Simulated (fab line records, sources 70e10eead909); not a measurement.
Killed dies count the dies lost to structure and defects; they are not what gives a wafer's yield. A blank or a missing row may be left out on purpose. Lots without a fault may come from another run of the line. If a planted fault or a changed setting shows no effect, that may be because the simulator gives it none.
Which tool did it?    flow nandHarc    12 lots, 36 wafers sampled, at 6 steps of a route of 1302

## WHAT THE GAUGES READ, wafer by wafer
NHARC_A_SLIT_OVL_MEAS_10. Usual: overlayXNm 0.3 nm, standard deviation 0.89; overlayYNm 0.2 nm, standard deviation 0.88.
lot   measured      on          overlayXNm (nm)  overlayYNm (nm)  flag
L270  day 21 16:04  overlay-01  1.4 0.9 1.0      0.7 0.2 -0.1     
L271  day 21 19:14  overlay-02  0.5 0.9 0.1      2.1 1.6 1.5      
L272  day 22 01:33  overlay-01  0.4 0.4 0.7      1.0 0.3 1.0      
L277  day 23 21:20  overlay-02  -0.4 -0.3 -0.2   1.0 0.7 0.4      
L281  day 25 00:40  overlay-02  -0.5 -0.3 -0.1   -0.3 -0.6 -0.6   
L282  day 25 01:18  overlay-01  0.9 0.7 0.6      -0.6 -0.7 -0.9   
L280  day 25 05:07  overlay-01  1.0 0.7 1.0      1.8 0.4 1.3      
L283  day 26 00:56  overlay-01  -0.4 -0.7 -0.7   0.4 0.9 1.0      
L285  day 27 04:54  overlay-01  -0.5 -0.6 -0.5   -1.7 -1.5 -2.1   
L286  day 27 05:13  overlay-02  2.1 2.4 1.6      -1.1 -1.0 -1.3   
L288  day 28 13:20  overlay-02  0.6 0.1 0.4      0.5 0.7 0.6      
L289  day 28 13:30  overlay-01  0.8 0.7 0.7      1.1 0.6 1.0      

NHARC_A_SIN_REMOVE_INSPECT_04. Usual: 374 for rawDefectCount, sd 84.
lot   measured      on                rawDefectCount  flag
L270  day 22 04:44  defectInspect-01  1707 1797 1753  OFF
L271  day 22 09:19  defectInspect-02  1802 1836 1810  OFF
L272  day 22 17:56  defectInspect-01  1813 1847 1822  OFF
L277  day 24 10:21  defectInspect-02  407 291 470     
L281  day 25 13:46  defectInspect-02  382 430 356     
L282  day 25 17:34  defectInspect-02  400 338 336     
L280  day 25 17:34  defectInspect-01  291 200 297     
L283  day 26 14:07  defectInspect-01  306 322 369     
L285  day 27 18:04  defectInspect-02  376 519 347     
L286  day 27 18:04  defectInspect-02  424 367 274     
L288  day 29 02:17  defectInspect-02  314 383 316     
L289  day 29 05:17  defectInspect-01  264 319 288     

NHARC_END_SORT_01. Usual: killedAtArray 56, standard deviation 21; killedAtOther 1.2, standard deviation 1.6; killedAtPeriphery 3.7, standard deviation 2.5; killedDies 61, standard deviation 21; killedOpen 3.1, standard deviation 1.8; killedShort 2.8, standard deviation 1.7.
lot   measured      on         killedAtArray  killedAtOther  killedAtPeriphery  killedDies   killedOpen  killedShort  flag
L270  day 26 09:13  prober-02  125 72 129     0 0 1          4 3 7              129 75 137   6 3 6       3 3 2        
L271  day 26 00:51  prober-01  167 139 143    1 2 4          1 2 1              169 143 148  5 2 1       1 3 2        OFF
L272  day 26 20:16  prober-01  170 120 146    1 1 1          6 5 5              177 126 152  3 5 4       7 2 1        OFF

## EACH LOT AND THE TOOL THAT RAN IT (in order: tool; ch and the chambers of the sampled wafers; start)
lot   NHARC_A_SLIT_ETCH_17             NHARC_A_SLIT_ETCH_29               NHARC_A_SLIT_PRECLEAN_19
L270  harEtch-02 ch 0,1, day 21 18:01  rieDiel-06 ch 0,1,2, day 21 21:57  wetBench-06 ch 0,2,7, day 21 22:21
L271  harEtch-02 ch 0,1, day 21 21:15  rieDiel-06 ch 0,2,3, day 22 01:47  wetBench-06 ch 3,5,6, day 22 02:10
L272  harEtch-01 ch 0,1, day 22 06:10  rieDiel-04 ch 0,1, day 22 10:42    wetBench-06 ch 2,3,4, day 22 11:07
L277  harEtch-02 ch 0,1, day 23 23:53  rieDiel-06 ch 0,1,3, day 24 03:08  wetBench-04 ch 2,4,5, day 24 03:31
L281  harEtch-01 ch 0, day 25 02:37    rieDiel-08 ch 0,1, day 25 06:32    wetBench-06 ch 3,4,7, day 25 06:56
L282  harEtch-01 ch 0,1, day 25 06:26  rieDiel-08 ch 0,2,3, day 25 10:21  wetBench-04 ch 3,5,6, day 25 10:44
L280  harEtch-02 ch 0,1, day 25 06:28  rieDiel-04 ch 1,2,3, day 25 10:59  wetBench-06 ch 0,1,3, day 25 11:22
L283  harEtch-02 ch 0,1, day 26 02:18  rieDiel-08 ch 1,2,3, day 26 06:50  wetBench-06 ch 2,3,4, day 26 07:14
L285  harEtch-01 ch 0,1, day 27 06:16  rieDiel-06 ch 1,2, day 27 10:50    wetBench-06 ch 1,5,6, day 27 11:17
L286  harEtch-02 ch 0,1, day 27 06:54  rieDiel-08 ch 0,1,3, day 27 11:25  wetBench-04 ch 2,3,6, day 27 11:49
L288  harEtch-01 ch 0,1, day 28 15:18  rieDiel-04 ch 1,2, day 28 19:10    wetBench-06 ch 0,6,7, day 28 19:34
L289  harEtch-02 ch 0,1, day 28 18:13  rieDiel-08 ch 0,1, day 28 22:07    wetBench-01 ch 1,2,7, day 28 22:31
- NHARC_A_SLIT_ETCH_17: etches the open film in C4F8/O2/Ar, time 4254.5 s, target depth 20300 nm.
- NHARC_A_SLIT_ETCH_29: etches the open film in CF4/O2, target depth 100 nm, overetch 10 nm, time 55 s.
- NHARC_A_SLIT_PRECLEAN_19: cleans in SC1.

## AS READ BY THE TOOLS THEMSELVES (means over the sampled wafers that have a number; for cases with no such wafer, the mark the record gives instead)
NHARC_A_SLIT_ETCH_17. Usual: drypumpMotorCurrentA 6.1 A, standard deviation 0.32; showerheadPlenumPTorr 3.71 Torr, standard deviation 0.17; throttleValvePct 32.045 %, standard deviation 0.0083.
lot   tool        drypumpMotorCurrentA (A)  showerheadPlenumPTorr (Torr)  throttleValvePct (%)  flag
L270  harEtch-02  6.0                       3.89                          32.044                
L271  harEtch-02  6.0                       3.89                          32.040                
L272  harEtch-01  6.1                       3.53                          32.043                
L277  harEtch-02  6.0                       3.87                          32.046                
L281  harEtch-01  6.2                       3.47                          32.047                
L282  harEtch-01  6.0                       3.56                          32.039                
L280  harEtch-02  6.0                       3.86                          32.049                
L283  harEtch-02  6.0                       3.86                          32.055                
L285  harEtch-01  6.0                       3.54                          32.046                
L286  harEtch-02  6.3                       3.83                          32.054                
L288  harEtch-01  6.1                       3.49                          32.040                
L289  harEtch-02  6.0                       3.84                          32.045                

NHARC_A_SLIT_ETCH_29. Usual: drypumpMotorCurrentA 5.7 A, standard deviation 0.4; oesProductAu 0.999 a.u., standard deviation 0.008; rfVppV 197.9 V, standard deviation 1.3; showerheadPlenumPTorr 1.34 Torr, standard deviation 0.046; throttleValvePct 13.398 %, standard deviation 0.0082.
lot   tool        drypumpMotorCurrentA (A)  oesProductAu (a.u.)  rfVppV (V)  showerheadPlenumPTorr (Torr)  throttleValvePct (%)  flag
L270  rieDiel-06  5.5                       0.993                196.8       1.34                          13.390                
L271  rieDiel-06  5.5                       0.989                198.5       1.35                          13.399                
L272  rieDiel-04  6.1                       0.997                196.6       1.30                          13.389                
L277  rieDiel-06  5.6                       0.992                197.0       1.34                          13.402                
L281  rieDiel-08  5.6                       1.005                197.5       1.33                          13.400                
L282  rieDiel-08  5.8                       1.003                197.5       1.34                          13.401                
L280  rieDiel-04  5.6                       1.001                198.4       1.36                          13.398                
L283  rieDiel-08  5.7                       1.007                196.4       1.30                          13.403                
L285  rieDiel-06  5.9                       0.996                197.4       1.36                          13.385                
L286  rieDiel-08  5.8                       1.004                198.0       1.34                          13.398                
L288  rieDiel-04  5.8                       0.985                198.1       1.35                          13.405                
L289  rieDiel-08  5.6                       0.997                197.2       1.33                          13.399                

NHARC_A_SLIT_PRECLEAN_19. Usual: 50.0 C for bathGuardTempC, sd 0.51.
lot   tool         bathGuardTempC (C)  flag
L270  wetBench-06  50.1                
L271  wetBench-06  49.9                
L272  wetBench-06  49.6                
L277  wetBench-04  50.1                
L281  wetBench-06  49.7                
L282  wetBench-04  49.8                
L280  wetBench-06  50.3                
L283  wetBench-06  49.9                
L285  wetBench-06  50.5                
L286  wetBench-04  49.4                
L288  wetBench-06  50.2                
L289  wetBench-01  50.2                

## THE ANSWER, worked out from the rows above alone
Rule: take the mean of a lot's wafers that have a number; if it is more than 3 standard deviations from the usual mean, the lot is off. A lot without any number at a reading at which 4 lots or more have one is off too. The other lots that the step has rows for count as sound. After the gauges, taken in route order, come the tools' own readings; for these a lot's mean is taken, as printed above. The first step at which some lot is off is used, and at that step the reading that is off furthest; a lot without a number counts as furthest.
Off: L270, L271, L272, at NHARC_A_SIN_REMOVE_INSPECT_04 (rawDefectCount).
A tool fits if, at a process step before that reading, it ran every lot that is off, and no sound lot after the first of them. The gauges at NHARC_A_SIN_REMOVE_INSPECT_04 are tried like those tools. None of those tried fits.

## WHAT THE SIMULATOR HAD INSERTED
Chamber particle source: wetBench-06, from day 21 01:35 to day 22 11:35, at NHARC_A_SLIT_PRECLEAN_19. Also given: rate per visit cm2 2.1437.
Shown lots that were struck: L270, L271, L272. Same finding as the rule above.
